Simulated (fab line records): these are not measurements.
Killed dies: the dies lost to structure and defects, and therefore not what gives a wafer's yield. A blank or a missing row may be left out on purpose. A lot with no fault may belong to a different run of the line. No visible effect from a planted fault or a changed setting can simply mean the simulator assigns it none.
Struck lot and sound lot, side by side | flow nand_harc | 15 steps out of a route of 1302
Sound: the wafers L769.2, L769.3, L769.6. Struck: wafer L753.1. (L753.3, L753.4 of the same lot were not struck and are left out.) The cause comes at the end.
Each step with rows lists, per side, the tool, then ch with its chambers, then its first start. Under that, the readings that differ: sound wafers | struck wafers | difference of the means | sigmas: that difference in standard deviations of wafers without a fault.
alike: readings with means less than 2 such deviations apart, plus words and numbers identical on both sides. not compared: withheld readings, readings lacking a value on some wafer, bounds such as >300 that could conceal the same value, and numbers that have no deviation in the record and whose values overlap.
Wherever a step has rows on one side only, a row that says differs or no value, or a row with sigmas, the two part there. Numbers that have no deviation but don't overlap get no sigmas and don't part them. A reading that every wafer of one side lacks parts them only if that side has two wafers or more.

first, 6 steps without rows for these wafers: NHARC_A_CONTACT_COAT_63 (resist thk 90 nm); NHARC_A_CONTACT_SOFTBAKE_64 (time 55 s); NHARC_A_CONTACT_EBR_65; NHARC_A_CONTACT_EXPOSE_66 (exposes mask A CC 2); NHARC_A_CONTACT_PEB_67 (peb time 65 s); NHARC_A_CONTACT_DEVELOP_68 (develop time 35 s).
NHARC_A_CONTACT_CD_MEAS_69 targets a cd of 300 nm.
  sound on cd_sem-02 ch 0, day 30 12:38; struck on cd_sem-01 ch 0, day 24 04:31
  alike: cd_nm
NHARC_A_CONTACT_OVL_MEAS_70:
  sound on overlay-01 at day 30 12:43; struck on overlay-01 at day 24 04:37
  alike: overlay_x_nm, overlay_y_nm
NHARC_A_CONTACT_INSPECT_71:
  sound on defect_inspect-01 at day 30 12:46; struck on defect_inspect-02 at day 24 04:38
  alike: raw_defect_count
NHARC_A_CONTACT_DESCUM_74: chemistry O2, time 3 s.
  sound on rie_diel-12 ch 1,2,3, day 30 12:49; struck on rie_diel-12 ch 3, day 24 04:43
  alike: drypump_motor_current_A, o2_flow_sccm, oes_product_au, rf_vpp_V, showerhead_plenum_p_Torr, throttle_valve_pct
  not compared: rf_hours_counter_h
NHARC_A_CONTACT_ETCH_75: etches the open film in CF4, target depth 39 nm, time 65 s.
  sound on rie_diel-12 ch 0,2,3, day 30 12:54; struck on rie_diel-12 ch 0, day 24 04:47
  reading                         | sound          | struck | difference | sigmas
  showerhead_plenum_p_Torr (Torr) | 1.74 1.76 1.90 | 1.64   | -0.16      | -2
  alike: drypump_motor_current_A, oes_product_au, rf_vpp_V, run_length_s, throttle_valve_pct
  not compared: rf_hours_counter_h
NHARC_A_CONTACT_ETCH_76: etches the open film in N2/H2, target depth 260 nm, time 475.3 s.
  sound: rie_diel-12 ch 0,2,3; struck: rie_diel-12 ch 1
  alike: drypump_motor_current_A, h2_flow_sccm, n2_flow_sccm, oes_product_au, rf_vpp_V, run_length_s, showerhead_plenum_p_Torr, throttle_valve_pct
  not compared: rf_hours_counter_h
NHARC_A_CONTACT_ETCH_77: etches the open film in CF4/CHF3, target depth 108.9 nm, time 54.5 s.
  sound on rie_diel-12 ch 0,1,2, day 30 13:21; struck on rie_diel-12 ch 2, day 24 05:14
  reading          | sound          | struck | difference | sigmas
  run_length_s (s) | 76.2 76.6 75.8 | 65.1   | -11.1      | -28
  alike: drypump_motor_current_A, oes_product_au, rf_vpp_V, showerhead_plenum_p_Torr, throttle_valve_pct
  not compared: rf_hours_counter_h
NHARC_A_CONTACT_ETCH_78: etches the open film in O2/COS, target depth 5300 nm, time 1378 s.
  sound: rie_diel-12 ch 0,2,3; struck: rie_diel-12 ch 2
  alike: drypump_motor_current_A, o2_flow_sccm, oes_product_au, rf_vpp_V, run_length_s, showerhead_plenum_p_Torr, throttle_valve_pct
  not compared: rf_hours_counter_h
-- break in the record here, with 3 days between the starts of the struck wafers on either side (left off in module A_CONTACT, picked up again in module END, where the first step shown is number 1302 on the route) --
NHARC_END_SORT_01:
  at this point the record logs the struck wafers (prober-02 ch 0, day 26 17:25) and has no rows for the sound ones

## WHERE THEY PART
Last at NHARC_END_SORT_01 as far as this record goes, first at NHARC_A_CONTACT_ETCH_75.

WHY: whatever the simulator had introduced
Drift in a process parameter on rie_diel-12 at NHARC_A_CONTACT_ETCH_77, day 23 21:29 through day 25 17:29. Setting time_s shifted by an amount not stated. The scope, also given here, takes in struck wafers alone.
